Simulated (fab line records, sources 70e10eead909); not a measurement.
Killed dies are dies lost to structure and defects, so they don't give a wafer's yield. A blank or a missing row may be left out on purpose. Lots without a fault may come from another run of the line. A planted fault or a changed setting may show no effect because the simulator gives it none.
Which tool did it? | flow nand_harc | 12 lots, 36 wafers sampled, at 6 steps of a route of 1159

WHAT THE GAUGES READ, wafer by wafer
NHARC_P_ZERO_WELL_CD_MEAS_24: target cd 720 nm. Usual: cd_nm 720.9 nm, standard deviation 1.9.
lot  | measured    | on        | cd_nm (nm)        | flag
L995 | day 1 14:37 | cd_sem-03 | 722.4 721.9 719.4 |
L996 | day 1 20:58 | cd_sem-01 | 723.3 721.9 722.2 |
L998 | day 2 08:26 | cd_sem-03 | 722.7 719.2 722.0 |
L999 | day 2 14:28 | cd_sem-01 | 724.7 721.5 722.8 |
L100 | day 2 20:35 | cd_sem-02 | 718.4 719.3 719.2 |
L102 | day 3 08:35 | cd_sem-01 | 721.9 719.9 720.1 |
L103 | day 3 14:37 | cd_sem-03 | 720.5 718.8 719.3 |
L105 | day 4 02:29 | cd_sem-02 | 719.4 720.9 718.2 |
L106 | day 4 08:35 | cd_sem-02 | 718.7 720.6 717.7 |
L108 | day 4 20:37 | cd_sem-03 | - - -             | OFF
L117 | day 7 02:28 | cd_sem-03 | 717.7 718.2 722.0 |
L118 | day 7 08:31 | cd_sem-03 | 721.5 722.1 721.2 |

NHARC_P_STI_OCD_MEAS_43. Usual: trench_depth_nm 300 nm, standard deviation 3.6; trench_foot_cd_nm 158.6 nm, standard deviation 2.4.
lot  | measured    | on     | trench_depth_nm (nm) | trench_foot_cd_nm (nm) | flag
L995 | day 2 13:36 | ocd-01 | 298 301 299          | 162.7 158.0 158.0      |
L996 | day 2 21:30 | ocd-02 | 298 297 304          | 158.0 157.8 160.5      |
L998 | day 3 07:19 | ocd-02 | 296 301 294          | 160.4 157.9 161.9      |
L999 | day 3 14:10 | ocd-01 | 301 303 298          | 157.6 158.9 162.6      |
L100 | day 3 19:53 | ocd-01 | 302 304 299          | 155.6 160.8 155.5      |
L102 | day 4 06:24 | ocd-01 | 295 302 303          | 164.2 156.5 161.2      |
L103 | day 4 15:41 | ocd-02 | 299 301 298          | 156.1 160.5 157.9      |
L105 | day 5 01:25 | ocd-02 | 302 299 299          | 162.7 160.7 157.6      |
L106 | day 5 06:31 | ocd-02 | 298 301 298          | 157.7 157.6 155.8      |
L117 | day 8 03:32 | ocd-02 | 293 291 298          | 159.7 161.9 158.3      |
L118 | day 8 09:06 | ocd-01 | 295 296 295          | 159.1 158.5 157.2      |

NHARC_END_SORT_01. Usual: killed_at_array 29, standard deviation 11; killed_at_other 0.5, standard deviation 0.8; killed_at_periphery 3.5, standard deviation 2.8; killed_dies 33, standard deviation 12; killed_open 3.1, standard deviation 1.8; killed_short 1.8, standard deviation 1.4.
lot  | measured     | on        | killed_at_array | killed_at_other | killed_at_periphery | killed_dies | killed_open | killed_short | flag
L108 | day 22 17:23 | prober-02 | 35 49 46        | 0 0 0           | 642 628 631         | 677 677 677 | 2 2 2       | 0 6 2        | OFF

WHICH TOOL RAN EACH LOT (tool, then ch and the chambers of the sampled wafers, then the start)
lot  | NHARC_P_ZERO_WELL_ETCH_65         | NHARC_P_ZERO_WELL_ETCH_63       | NHARC_P_ZERO_WELL_EXPOSE_21
L995 | rie_diel-01 ch 0,2,3, day 1 13:29 | rie_si-04 ch 0,1,3, day 1 13:41 | krf_scanner-02 ch 0, day 1 14:28
L996 | rie_diel-07 ch 0,1, day 1 19:52   | rie_si-04 ch 0,1,2, day 1 20:04 | krf_scanner-04 ch 0, day 1 20:49
L998 | rie_diel-07 ch 0,1, day 2 07:21   | rie_si-05 ch 0,1,2, day 2 07:34 | krf_scanner-04 ch 0, day 2 08:17
L999 | rie_diel-01 ch 0,3, day 2 13:29   | rie_si-06 ch 0,1,2, day 2 13:41 | krf_scanner-04 ch 0, day 2 14:19
L100 | rie_diel-11 ch 0,1,3, day 2 19:29 | rie_si-06 ch 1,2,3, day 2 19:40 | krf_scanner-02 ch 0, day 2 20:25
L102 | rie_diel-11 ch 0,1,3, day 3 07:29 | rie_si-06 ch 1,2,3, day 3 07:40 | krf_scanner-02 ch 0, day 3 08:26
L103 | rie_diel-07 ch 1,2,3, day 3 13:32 | rie_si-06 ch 0,1,2, day 3 13:44 | krf_scanner-04 ch 0, day 3 14:28
L105 | rie_diel-07 ch 1,3, day 4 01:30   | rie_si-04 ch 1,2,3, day 4 01:40 | krf_scanner-04 ch 0, day 4 02:19
L106 | rie_diel-01 ch 0,1, day 4 07:29   | rie_si-05 ch 0,1,2, day 4 07:41 | krf_scanner-01 ch 0, day 4 08:26
L108 | rie_diel-07 ch 0,1, day 4 19:29   | rie_si-04 ch 2,3, day 4 19:40   | krf_scanner-01 ch 0, day 4 20:27
L117 | rie_diel-07 ch 1,2,3, day 7 01:31 | rie_si-04 ch 0,1, day 7 01:40   | krf_scanner-01 ch 0, day 7 02:19
L118 | rie_diel-01 ch 0,3, day 7 07:22   | rie_si-04 ch 1,2,3, day 7 07:36 | krf_scanner-04 ch 0, day 7 08:21
- NHARC_P_ZERO_WELL_ETCH_65: etches the open film in N2/H2, target depth 80 nm, overetch 24 nm, time 87.88 s.
- NHARC_P_ZERO_WELL_ETCH_63: etches the open film in HBr/Cl2, target depth 120 nm, time 40.1 s.
- NHARC_P_ZERO_WELL_EXPOSE_21: exposes mask P NWELL, target cd 720 nm.

WHAT THE TOOLS THEMSELVES READ (means of the sampled wafers that have a number; where no wafer has one, the mark that the record gives instead)
NHARC_P_ZERO_WELL_ETCH_65. Usual: drypump_motor_current_A 5.8 A, standard deviation 0.4; oes_product_au 0.999 a.u., standard deviation 0.0088; rf_vpp_V 431.9 V, standard deviation 2.1; showerhead_plenum_p_Torr 2.09 Torr, standard deviation 0.068; throttle_valve_pct 14.171 %, standard deviation 0.009.
lot  | tool        | drypump_motor_current_A (A) | oes_product_au (a.u.) | rf_vpp_V (V) | showerhead_plenum_p_Torr (Torr) | throttle_valve_pct (%) | flag
L995 | rie_diel-01 | 5.9                         | 0.997                 | 430.6        | 2.05                            | 14.165                 |
L996 | rie_diel-07 | 5.3                         | 0.995                 | 433.7        | 2.16                            | 14.174                 |
L998 | rie_diel-07 | 5.3                         | 0.992                 | 432.9        | 2.12                            | 14.169                 |
L999 | rie_diel-01 | 5.9                         | 1.002                 | 428.1        | 1.98                            | 14.180                 |
L100 | rie_diel-11 | 6.0                         | 0.997                 | 432.2        | 2.10                            | 14.175                 |
L102 | rie_diel-11 | 6.0                         | 0.997                 | 432.4        | 2.10                            | 14.175                 |
L103 | rie_diel-07 | 5.7                         | 1.003                 | 432.3        | 2.11                            | 14.167                 |
L105 | rie_diel-07 | 5.6                         | 0.999                 | 433.0        | 2.14                            | 14.175                 |
L106 | rie_diel-01 | 6.1                         | 1.009                 | 432.2        | 2.10                            | 14.167                 |
L108 | rie_diel-07 | 5.3                         | 1.002                 | 434.0        | 2.15                            | 14.170                 |
L117 | rie_diel-07 | 5.7                         | 0.994                 | 432.3        | 2.11                            | 14.175                 |
L118 | rie_diel-01 | 6.0                         | 0.994                 | 428.6        | 1.98                            | 14.180                 |

NHARC_P_ZERO_WELL_ETCH_63. Usual: drypump_motor_current_A 5.9 A, standard deviation 0.46; oes_product_au 1.000 a.u., standard deviation 0.012; throttle_valve_pct 26.406 %, standard deviation 0.0096.
lot  | tool      | drypump_motor_current_A (A) | oes_product_au (a.u.) | throttle_valve_pct (%) | flag
L995 | rie_si-04 | 6.1                         | 0.988                 | 26.407                 |
L996 | rie_si-04 | 5.9                         | 1.004                 | 26.404                 |
L998 | rie_si-05 | 6.1                         | 0.989                 | 26.409                 |
L999 | rie_si-06 | 5.5                         | 1.013                 | 26.405                 |
L100 | rie_si-06 | 5.9                         | 1.003                 | 26.401                 |
L102 | rie_si-06 | 5.9                         | 1.014                 | 26.410                 |
L103 | rie_si-06 | 5.6                         | 0.998                 | 26.400                 |
L105 | rie_si-04 | 5.9                         | 0.993                 | 26.397                 |
L106 | rie_si-05 | 6.1                         | 0.989                 | 26.402                 |
L108 | rie_si-04 | 6.3                         | 1.001                 | 26.405                 |
L117 | rie_si-04 | 6.0                         | 0.996                 | 26.408                 |
L118 | rie_si-04 | 5.9                         | 0.998                 | 26.405                 |

THE ANSWER, worked out from the rows above alone
Rule: a lot is off if the mean of its wafers that have a number lies more than 3 standard deviations from the usual mean. A lot without any number at a reading at which 4 lots or more have one is off too. The other lots that the step has rows for count as sound. The gauges are gone through in route order, then the tools' own readings, and for those a lot's mean is taken as printed above. The first step at which some lot is off is used, and at that step the reading that is off furthest; a lot without a number counts as furthest.
Off: L108, at NHARC_P_ZERO_WELL_CD_MEAS_24 (cd_nm). Without a number there: L108.
A tool fits if, at a process step before that reading, it ran every lot that is off, and no sound lot after the first of them. The gauges at NHARC_P_ZERO_WELL_CD_MEAS_24 aren't tried: what is off there is off at NHARC_END_SORT_01 too, on other tools, and a gauge's error can't cause that. None of those tried fits.

WHAT THE SIMULATOR HAD PUT IN
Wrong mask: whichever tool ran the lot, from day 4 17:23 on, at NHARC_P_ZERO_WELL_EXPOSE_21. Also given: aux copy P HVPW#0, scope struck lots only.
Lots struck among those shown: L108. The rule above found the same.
